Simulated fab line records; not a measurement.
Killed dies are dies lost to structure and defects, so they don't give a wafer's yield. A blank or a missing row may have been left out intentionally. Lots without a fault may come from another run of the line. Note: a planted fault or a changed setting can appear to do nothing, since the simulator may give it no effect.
Split-lot experiment | flow n5-finfet | route with 1938 steps; 7 lots, 39 wafers read

## THE SPLIT
At N5_BEOL_M1_HM_DEP_02 (deposits TiN, target thk 20 nm), the setting target-thk-a was moved away from the recipe's 200 angstrom on 18 of the 39 wafers read, by -39.3% to +53.4%. The other wafers ran this setting at the recipe's value.

## FROM THE SPLIT TO THE READING: what the file shows between them, 4 steps
- N5_BEOL_M1_COAT_61: time 60 s, resist thk 60 nm
- N5_BEOL_M1_COAT_62: time 60 s, resist thk 12 nm
- N5_BEOL_M1_STRIP_75: strips in N2/H2
- N5_BEOL_M1_STRIP_66: strips in CF4

## THE READING
etch.depth-nm (the simulator's own value, which no gauge read), in nm, at N5_BEOL_M1_HM_OPEN_17 (chemistry Cl2/BCl3, target TiN, target depth 20 nm, overetch 6 nm). No usual value for it is given in the file. Across the 21 wafers here that went through the recipe, the average is 19.95 nm and the standard deviation 0.23 nm.

wafer  | tool, chamber at the split | target-thk-a as run, angstrom | against the recipe | etch.depth-nm, nm | against lot-mates on the recipe
L077.1 | pvd-sputter-01, -          | 277.2                         | +38.6%             | 26.25             | +6.39
L077.2 | pvd-sputter-01, -          | 200                           | recipe             | 19.87             | -
L077.3 | pvd-sputter-01, -          | 277.2                         | +38.6%             | 26.02             | +6.16
L077.4 | pvd-sputter-01, -          | 200                           | recipe             | 19.81             | -
L077.5 | pvd-sputter-01, -          | 277.2                         | +38.6%             | 26.64             | +6.78
L077.6 | pvd-sputter-01, -          | 200                           | recipe             | 19.91             | -
L080.1 | pvd-sputter-01, -          | 200                           | recipe             | 19.67             | -
L080.2 | pvd-sputter-01, -          | 277.1                         | +38.6%             | 25.77             | +5.99
L080.3 | pvd-sputter-01, -          | 200                           | recipe             | 19.84             | -
L080.4 | pvd-sputter-01, -          | 277.1                         | +38.6%             | 25.67             | +5.89
L080.5 | pvd-sputter-01, -          | 277.1                         | +38.6%             | 25.68             | +5.90
L080.6 | pvd-sputter-01, -          | 200                           | recipe             | 19.82             | -
L081.1 | pvd-sputter-01, -          | 200                           | recipe             | 19.66             | -
L081.2 | pvd-sputter-01, -          | 200                           | recipe             | 19.57             | -
L081.3 | pvd-sputter-01, -          | 245.4                         | +22.7%             | 23.97             | +4.41
L081.4 | pvd-sputter-01, -          | 245.4                         | +22.7%             | 23.97             | +4.41
L081.5 | pvd-sputter-01, -          | 200                           | recipe             | 19.44             | -
L081.6 | pvd-sputter-01, -          | 245.4                         | +22.7%             | 24.11             | +4.55
L083.1 | pvd-sputter-03, -          | 200                           | recipe             | 20.12             | -
L083.2 | pvd-sputter-03, -          | 200                           | recipe             | 19.9              | -
L083.3 | pvd-sputter-03, -          | 200                           | recipe             | 19.93             | -
L083.4 | pvd-sputter-03, -          | 293.4                         | +46.7%             | 25.92             | +5.94
L083.5 | pvd-sputter-03, -          | 293.4                         | +46.7%             | 25.83             | +5.85
L083.6 | pvd-sputter-03, -          | 293.4                         | +46.7%             | 25.68             | +5.70
L087.1 | pvd-sputter-03, -          | 200                           | recipe             | 20.11             | -
L087.2 | pvd-sputter-03, -          | 200                           | recipe             | 20.14             | -
L087.3 | pvd-sputter-03, -          | 121.3                         | -39.3%             | 12.17             | -7.99
L087.4 | pvd-sputter-03, -          | 121.3                         | -39.3%             | 11.89             | -8.27
L087.5 | pvd-sputter-03, -          | 121.3                         | -39.3%             | 12.13             | -8.03
L087.6 | pvd-sputter-03, -          | 200                           | recipe             | 20.22             | -
L096.1 | pvd-sputter-01, -          | 306.9                         | +53.4%             | 26.05             | +5.99
L096.3 | pvd-sputter-01, -          | 306.9                         | +53.4%             | 26.05             | +5.99
L096.2 | pvd-sputter-01, -          | 200                           | recipe             | 20.06             | -
L096.4 | pvd-sputter-01, -          | 200                           | recipe             | 20.08             | -
L096.5 | pvd-sputter-01, -          | 306.9                         | +53.4%             | 25.96             | +5.90
L096.6 | pvd-sputter-01, -          | 200                           | recipe             | 20.05             | -
L097.2 | pvd-sputter-01, -          | 200                           | recipe             | 20.3              | -
L097.3 | pvd-sputter-01, -          | 200                           | recipe             | 20.22             | -
L097.5 | pvd-sputter-01, -          | 200                           | recipe             | 20.26             | -

FIT RESULTS
A straight line over all 39 wafers: etch.depth-nm changes by +0.151 nm for each +1% of target-thk-a; r = +0.98; the points scatter about the line by 0.86 nm.
The same after taking each lot's own level away (the mean of its wafers on the recipe; 39 wafers): +0.152 nm for each +1%; r = +0.97; scatter 0.95 nm.
Per that fit: largest target-thk-a move, reading shift of 8.1 nm.
Measured against the standard deviation above, the lots' own levels, which go from 19.557 to 20.260 nm, span 3.0 times it.
The two slopes are in agreement: the lot-to-lot level therefore moves the slope only a little.
Check: +8.04 nm against its lot-mates is what the line predicts for one of the wafers moved furthest among these (+53.4%) when that wafer is left out of the fit. It came out at +5.99 nm against them.

## OTHER SPLITS APPLIED TO THESE WAFERS
Note: prior to the reading, these wafers also went through further splits. Each is held against what the fit with the lots' levels taken away leaves over:
other split on the same wafers               | wafers away from the commonest value | r with etch.depth-nm (lot level and that fit taken away)
N5_FIN_SAQP_MANDREL_ETCH_22 target-depth-a   | 15                                   | -0.19
N5_STI_FIN_REVEAL_ETCHBACK_08 target-depth-a | 12                                   | -0.08
N5_GATE_CUT_ALD_22 ald-cycles                | 12                                   | +0.17

## THE WHOLE CHAIN: every reading that the file lists as answering this split, in the file's order
step                   | what it does                                                      | reading                                                                          | change (the file's fit)                                                          | r (the file's)
N5_BEOL_M1_HM_DEP_02   | deposits TiN, target thk 20 nm                                    | TiN_of_BEOL_M1_HM_DEP_02.thk-nm (the simulator's own value, which no gauge read) | +0.202 nm for each +1% of the setting                                            | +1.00
N5_BEOL_M1_HM_OPEN_17  | chemistry Cl2/BCl3, target TiN, target depth 20 nm, overetch 6 nm | etch.depth-nm (the simulator's own value, which no gauge read)                   | +0.148 nm for each +1% of the setting                                            | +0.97
N5_BEOL_M1_OCD_MEAS_38 |                                                                   | trench-depth-nm                                                                  | not straight: 56.4 at the lowest setting, 55.3 at the recipe, 0.9 at the highest | not given

## THE FILE'S OWN FIT
etch.depth-nm changes by +0.148 nm for each +1% of target-thk-a, r = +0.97.
